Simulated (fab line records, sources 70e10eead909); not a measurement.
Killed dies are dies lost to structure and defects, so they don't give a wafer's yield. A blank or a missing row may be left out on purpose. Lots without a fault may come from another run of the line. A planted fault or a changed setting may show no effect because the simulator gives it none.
Chamber matching | flow nand_harc | NHARC_P_CONTACT_DEP_30 on pecvd-02: 3 sister chambers
The step deposits SiNx, target thk 30 nm. 14 wafers are shown with their chamber, then 7 later ones without.

WAFERS WITH THEIR CHAMBER
wafer  | chamber | heater_power_w (W)
L074.2 | 1       | 691
L074.3 | 0       | 973
L074.5 | 1       | 711
L076.1 | 0       | 853
L076.2 | 2       | 827
L076.4 | 2       | 834
L077.2 | 1       | 674
L077.3 | 2       | 846
L077.4 | 2       | 824
L079.1 | 0       | 982
L079.2 | 1       | 652
L079.4 | 1       | 622
L082.1 | 0       | 1013
L082.4 | 1       | 674

SIGNATURES (means of the wafers above)
reading        | chamber 0 | chamber 1 | chamber 2 | scatter within a chamber
heater_power_w | 955.25    | 670.67    | 832.75    | 42.5
Rule: a wafer's distance from a chamber is the root of the sum, over the readings, of the square of ((its reading less the chamber's mean) divided by the reading's scatter). The wafer belongs to the nearest chamber; if the next one is less than 2 further off, it can't be placed. The scatter: the root of (the sum of the squares of (reading less its chamber's mean) over the shown wafers, divided by (wafers less chambers)).

WAFERS WITHOUT THEIR CHAMBER
wafer  | heater_power_w (W)
L082.5 | 756
L090.2 | 852
L090.4 | 899
L090.5 | 647
L096.1 | 675
L096.2 | 591
L096.3 | 993

WHICH CHAMBER EACH WENT THROUGH
wafer  | from the rows above     | in truth
L082.5 | can't be placed: 2 or 1 | 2
L090.2 | can't be placed: 2 or 0 | 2
L090.4 | can't be placed: 0 or 2 | 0
L090.5 | 1                       | 1
L096.1 | 1                       | 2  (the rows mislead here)
L096.2 | 1                       | 1
L096.3 | 0                       | 0
Placed correctly: 3 of 7. Can't be placed from these rows: 3 (the true chamber is among the candidates in 3). Placed wrongly: 1.
